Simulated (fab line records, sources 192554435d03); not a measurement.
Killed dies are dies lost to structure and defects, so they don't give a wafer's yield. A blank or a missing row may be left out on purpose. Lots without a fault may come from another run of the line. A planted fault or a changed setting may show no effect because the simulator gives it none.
Which tool did it? | flow n5_finfet | 12 lots, 36 wafers sampled, at 2 steps of a route of 1938

WHAT THE GAUGES READ, wafer by wafer
N5_BEOL_M11_CD_MEAS_11: target cd 64.1 nm.
lot  | measured     | on        | cd_nm (nm)
L075 | day 11 22:49 | cd_sem-01 | 63.9 64.4 64.2
L076 | day 12 22:05 | cd_sem-02 | 63.6 64.2 63.9
L079 | day 13 04:19 | cd_sem-03 | 63.7 63.8 63.1
L081 | day 13 14:06 | cd_sem-02 | 63.7 63.4 63.5
L083 | day 14 01:24 | cd_sem-01 | 64.2 63.9 63.7
L086 | day 14 08:50 | cd_sem-03 | 64.2 64.5 64.5
L087 | day 14 23:19 | cd_sem-01 | 63.9 64.5 64.3
L089 | day 15 05:55 | cd_sem-02 | 64.8 64.8 64.3
L092 | day 16 03:47 | cd_sem-01 | 63.5 63.7 64.0
L093 | day 16 08:59 | cd_sem-01 | 63.2 63.4 63.5
L095 | day 16 19:44 | cd_sem-02 | 63.3 63.0 63.2
L097 | day 17 20:34 | cd_sem-01 | 63.6 64.1 63.5

WHICH TOOL RAN EACH LOT (tool, then ch and the chambers of the sampled wafers, then the start)
lot  | N5_BEOL_M11_CURE_71
L075 | uv_cure-03 ch 1, day 11 19:49
L076 | uv_cure-02 ch 0, day 12 17:47
L079 | uv_cure-01 ch 1, day 13 01:59
L081 | uv_cure-02 ch 0, day 13 10:55
L083 | uv_cure-02 ch 0, day 13 23:19
L086 | uv_cure-02 ch 1, day 14 06:53
L087 | uv_cure-03 ch 1, day 14 20:56
L089 | uv_cure-02 ch 0, day 15 04:04
L092 | uv_cure-02 ch 2, day 16 00:01
L093 | uv_cure-02 ch 1, day 16 05:53
L095 | uv_cure-03 ch 2, day 16 18:12
L097 | uv_cure-03 ch 2, day 17 18:15
- N5_BEOL_M11_CURE_71: cures SiCOH lowk, time 240 s.

THE ANSWER, worked out from the rows above alone
Rule: what is usual is taken from the lots themselves. Put in order of their means at a reading, lots are off if they are a third of the lots or fewer, leave a main group of 4 or more, and stand apart from it by a gap of 3 or more times the standard deviation of the main group's means; of several such gaps the widest counts. A main group whose means are all the same, to the digits that the tables above print for the reading, isn't used. A lot without any number at a reading at which 4 lots or more have one is off too. The other lots that the step has rows for count as sound.
No lot is off at any reading shown: from this, nothing can be told.

WHAT THE SIMULATOR HAD PUT IN
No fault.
